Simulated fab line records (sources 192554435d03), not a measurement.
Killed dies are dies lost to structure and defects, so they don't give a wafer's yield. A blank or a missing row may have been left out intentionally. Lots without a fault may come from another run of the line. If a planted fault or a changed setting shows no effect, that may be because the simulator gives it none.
Chamber matching || flow n5Finfet || pecvd-04 running N5_BEOL_M11_DEP_56: 3 sister chambers
The step deposits SiCN from 3MS/NH3, target thk 30 nm, time 10.5 s. 3 wafers are shown with their chamber, then 12 later ones without.

## WAFERS PAIRED WITH THEIR CHAMBERS
{"wafer": "L083.5", "chamber": 1, "throttleValvePct (%)": 18.6}
{"wafer": "L087.5", "chamber": 2, "throttleValvePct (%)": 16.6}
{"wafer": "L087.6", "chamber": 0, "throttleValvePct (%)": 18.4}

## WAFERS WITHOUT THEIR CHAMBER
{"wafer": "L088.1", "throttleValvePct (%)": 18.5}
{"wafer": "L088.4", "throttleValvePct (%)": 18.6}
{"wafer": "L088.5", "throttleValvePct (%)": 16.5}
{"wafer": "L089.1", "throttleValvePct (%)": 16.7}
{"wafer": "L089.4", "throttleValvePct (%)": 18.3}
{"wafer": "L089.6", "throttleValvePct (%)": 18.3}
{"wafer": "L090.3", "throttleValvePct (%)": 18.2}
{"wafer": "L090.4", "throttleValvePct (%)": 18.4}
{"wafer": "L090.6", "throttleValvePct (%)": 18.5}
{"wafer": "L094.2", "throttleValvePct (%)": 16.4}
{"wafer": "L094.3", "throttleValvePct (%)": 18.7}
{"wafer": "L094.6", "throttleValvePct (%)": 18.3}

## THE CHAMBER EACH PASSED THROUGH
{"wafer": "L088.1", "from the rows above": "can't be placed: 0 or 1", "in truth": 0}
{"wafer": "L088.4", "from the rows above": "can't be placed: 1 or 0", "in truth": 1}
{"wafer": "L088.5", "from the rows above": 2, "in truth": 2}
{"wafer": "L089.1", "from the rows above": 2, "in truth": 2}
{"wafer": "L089.4", "from the rows above": "can't be placed: 0 or 1", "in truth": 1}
{"wafer": "L089.6", "from the rows above": "can't be placed: 0 or 1", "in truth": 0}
{"wafer": "L090.3", "from the rows above": "can't be placed: 0 or 1", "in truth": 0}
{"wafer": "L090.4", "from the rows above": "can't be placed: 0 or 1", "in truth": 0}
{"wafer": "L090.6", "from the rows above": "can't be placed: 0 or 1", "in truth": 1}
{"wafer": "L094.2", "from the rows above": 2, "in truth": 2}
{"wafer": "L094.3", "from the rows above": "can't be placed: 1 or 0", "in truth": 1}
{"wafer": "L094.6", "from the rows above": "can't be placed: 0 or 1", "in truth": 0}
Correct placement for 3 of the 12. From these rows, 9 cannot be placed; in 9 the true chamber is one of the candidates. Wrongly placed: 0.
How it was worked out, from the rows above alone: a wafer's distance from a chamber is the root of the sum, over the readings, of the square of ((its reading less the chamber's mean) divided by the reading's scatter). The wafer belongs to the nearest chamber; if the next one is less than 2 further off, it can't be placed. The mean given for a chamber averages the wafers shown for that chamber. The scatter (one wafer shown for each chamber): square how far every hidden wafer sits from the nearest shown wafer, average those squares and take the square root.
